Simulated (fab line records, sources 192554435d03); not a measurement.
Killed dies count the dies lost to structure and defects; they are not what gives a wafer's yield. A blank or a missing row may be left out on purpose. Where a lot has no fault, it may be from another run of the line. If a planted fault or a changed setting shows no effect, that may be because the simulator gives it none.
What tool caused it? / flow n5-finfet / 10 lots, 28 wafers sampled, at 2 steps of a route of 1938

## WHAT EACH GAUGE READ, for each wafer
N5_BEOL_M4_RC_MEAS_101.
lot=L767; measured=day 7 20:04; on=prober-02; DIBL_N (mV/V)=37.4 35.6 36.4
lot=L768; measured=day 8 01:37; on=prober-01; DIBL_N (mV/V)=37.5 36.0
lot=L769; measured=day 8 07:10; on=prober-01; DIBL_N (mV/V)=34.1 36.9 33.7
lot=L772; measured=day 9 12:39; on=prober-02; DIBL_N (mV/V)=38.0 36.7 37.5
lot=L776; measured=day 10 04:10; on=prober-02; DIBL_N (mV/V)=35.8
lot=L775; measured=day 10 03:58; on=prober-01; DIBL_N (mV/V)=37.1 34.3
lot=L786; measured=day 13 09:56; on=prober-01; DIBL_N (mV/V)=34.8 36.2 36.8
lot=L787; measured=day 13 13:07; on=prober-02; DIBL_N (mV/V)=35.4 36.8 38.6
lot=L788; measured=day 13 06:37; on=prober-02; DIBL_N (mV/V)=31.8 32.8 35.6

## WHICH TOOL RAN EACH LOT (tool, then ch and the chambers of the sampled wafers, then the start)
lot=L767; N5_BEOL_M0_ETCH_109=rie-diel-04 ch 0,2,3, day 5 19:22
lot=L768; N5_BEOL_M0_ETCH_109=rie-diel-04 ch 0,1, day 5 23:47
lot=L769; N5_BEOL_M0_ETCH_109=rie-diel-04 ch 0,2,3, day 6 12:34
lot=L772; N5_BEOL_M0_ETCH_109=rie-diel-04 ch 1,2,3, day 7 15:59
lot=L776; N5_BEOL_M0_ETCH_109=rie-diel-04 ch 0,1, day 8 01:15
lot=L775; N5_BEOL_M0_ETCH_109=rie-diel-04 ch 0,1,3, day 8 01:21
lot=L777; N5_BEOL_M0_ETCH_109=rie-diel-04 ch 0,3, day 8 11:21
lot=L786; N5_BEOL_M0_ETCH_109=rie-diel-04 ch 0,1, day 11 00:53
lot=L787; N5_BEOL_M0_ETCH_109=rie-diel-04 ch 1,3, day 11 05:19
lot=L788; N5_BEOL_M0_ETCH_109=rie-diel-04 ch 0,1,3, day 11 05:40
- N5_BEOL_M0_ETCH_109: etches SiCN in CH3F/O2, target depth 8 nm, overetch 2.4 nm, time 27.4 s.

## THE ANSWER, worked out from the rows above alone
Rule: the lots themselves supply what counts as usual. Put in order of their means at a reading, lots are off if they are a third of the lots or fewer, leave a main group of 4 or more, and stand apart from it by a gap of 3 or more times the standard deviation of the main group's means; of several such gaps the widest counts. A main group whose means are all the same, to the digits that the tables above print for the reading, isn't used. A lot without any number at a reading at which 4 lots or more have one is off too. The other lots that the step has rows for count as sound.
Nothing can be told from this: no lot is off at any reading shown.

## WHAT THE SIMULATOR PUT IN
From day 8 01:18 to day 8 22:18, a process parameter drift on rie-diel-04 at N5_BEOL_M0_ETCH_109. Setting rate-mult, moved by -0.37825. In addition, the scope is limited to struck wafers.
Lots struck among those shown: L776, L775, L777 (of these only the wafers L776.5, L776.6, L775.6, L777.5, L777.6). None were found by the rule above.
